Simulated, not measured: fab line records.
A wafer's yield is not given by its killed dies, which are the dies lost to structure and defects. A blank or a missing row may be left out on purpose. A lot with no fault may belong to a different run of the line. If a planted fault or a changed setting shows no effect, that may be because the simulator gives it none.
Matching of chambers + flow nand harc + 4 sister chambers for NHARC_P_BONDPAD_DESCUM_11 on rie diel-02
The step chemistry O2, time 3 s. 4 wafers are shown with their chamber, then 8 later ones without.

## EACH WAFER AND ITS CHAMBER
| wafer  | chamber | showerhead plenum p Torr (Torr) |
|--------|---------|---------------------------------|
| L603.5 | 3       | 1.89                            |
| L614.2 | 2       | 1.79                            |
| L614.6 | 1       | 1.82                            |
| L616.2 | 0       | 1.82                            |

## WAFERS WITH NO CHAMBER GIVEN
| wafer  | showerhead plenum p Torr (Torr) |
|--------|---------------------------------|
| L616.5 | 1.83                            |
| L616.6 | 1.82                            |
| L622.3 | 1.79                            |
| L622.5 | 1.89                            |
| L622.6 | 1.82                            |
| L623.1 | 1.89                            |
| L623.2 | 1.79                            |
| L623.6 | 1.89                            |

## WHICH CHAMBER EACH WENT THROUGH
| wafer  | from the rows above     | in truth |
|--------|-------------------------|----------|
| L616.5 | can't be placed: 0 or 1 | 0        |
| L616.6 | can't be placed: 0 or 1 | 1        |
| L622.3 | 2                       | 2        |
| L622.5 | 3                       | 3        |
| L622.6 | can't be placed: 0 or 1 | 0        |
| L623.1 | 3                       | 3        |
| L623.2 | 2                       | 2        |
| L623.6 | 3                       | 3        |
Correctly placed: 5 of 8. Unplaceable from these rows: 3, with the true chamber sitting among the candidates in 3. Placed wrongly: 0.
How it was worked out, from the rows above alone: a wafer's distance from a chamber is the root of the sum, over the readings, of the square of ((its reading less the chamber's mean) divided by the reading's scatter). If the next closest chamber is less than 2 further off than the closest, the wafer can't be placed; otherwise it belongs to the closest. Each chamber's mean is taken over the wafers shown for it. The scatter: root of mean squared gap, hidden wafer to nearest shown wafer, with one shown wafer a chamber.
